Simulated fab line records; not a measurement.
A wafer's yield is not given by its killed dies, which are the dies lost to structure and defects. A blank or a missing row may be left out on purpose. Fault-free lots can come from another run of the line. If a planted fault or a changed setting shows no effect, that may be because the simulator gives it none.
A struck lot beside a sound one / flow nandHarc / 14 steps out of a route of 1159
Sound: the wafers L738.3, L738.5, L738.6. Struck: wafer L734.3 (left out: L734.6, a lot-mate that was not struck); the cause follows at the end.
Each step with rows lists, per side, the tool, then ch with its chambers, then its first start. Under that, the readings that differ: sound wafers / struck wafers / difference of the means / sigmas: that difference in standard deviations of wafers without a fault.
alike: readings whose means differ by less than 2 such deviations, and words and numbers that are the same on both sides. not compared: withheld readings, readings that some wafer has no value for, bounds like >300 that may hide the same value, and numbers for which the record gives no deviation and whose values overlap.
A row with sigmas, a row that says differs or no value, or rows on one side alone: a step with any of these is where the two part. Numbers that don't overlap but have no deviation are shown without sigmas and don't part them. Lack of a reading on every wafer of one side parts them only where that side has two or more wafers.

NHARC_A_SOURCE_PLATE_THK_MEAS_06: measures by ellipsometry.
  sound on filmMetro-01 at day 11 11:47; struck on filmMetro-01 at day 10 19:14
  alike: thkNm
NHARC_A_SOURCE_PLATE_INSPECT_08:
  sound on defectInspect-01 at day 11 11:52; struck on defectInspect-01 at day 10 19:17
  alike: rawDefectCount
then, no rows for these wafers at 1 step: NHARC_A_ONON_D1_DEP_00 (target thk 1000 nm).
NHARC_A_ONON_D1_THK_MEAS_02: measures by ellipsometry.
  sound on filmMetro-01 at day 11 12:27; struck on filmMetro-01 at day 10 19:52
  alike: thkNm
then, no rows for these wafers at 1 step: NHARC_A_ONON_D1_DEP_03 (target thk 1000 nm).
NHARC_A_ONON_D1_THK_MEAS_05: measures by ellipsometry.
  sound on filmMetro-01 at day 11 13:01; struck on filmMetro-01 at day 10 20:26
  alike: thkNm
then, no rows for these wafers at 1 step: NHARC_A_ONON_D1_DEP_06 (target thk 1000 nm).
NHARC_A_ONON_D1_THK_MEAS_08: measures by ellipsometry.
  sound on filmMetro-01 at day 11 13:35; struck on filmMetro-01 at day 10 22:49
  alike: thkNm
then, no rows for these wafers at 1 step: NHARC_A_ONON_D1_DEP_09 (target thk 1000 nm).
NHARC_A_ONON_D1_THK_MEAS_11: measures by ellipsometry.
  sound on filmMetro-01 at day 11 14:09; struck on filmMetro-01 at day 10 23:23
  alike: thkNm
NHARC_A_ONON_D1_DEP_12: target thk 1000 nm.
  sound on pecvdOnon-01 ch 0, day 11 14:19; struck on pecvdOnon-02 ch 0, day 10 23:34
NHARC_A_ONON_D1_THK_MEAS_14: measures by ellipsometry.
  sound on filmMetro-01 at day 11 14:43; struck on filmMetro-01 at day 10 23:58
reading=thkNm (nm); sound=1018 1020 1018; struck=620; difference=-399; sigmas=-33
then, 2 steps without rows for these wafers: NHARC_A_ONON_D1_ANNEAL_15 (time 3600 s); NHARC_END_SORT_01.

== WHERE THEY PART ==
At NHARC_A_ONON_D1_THK_MEAS_14 and nowhere else, as far as this record goes.

WHY: what had been put in by the simulator
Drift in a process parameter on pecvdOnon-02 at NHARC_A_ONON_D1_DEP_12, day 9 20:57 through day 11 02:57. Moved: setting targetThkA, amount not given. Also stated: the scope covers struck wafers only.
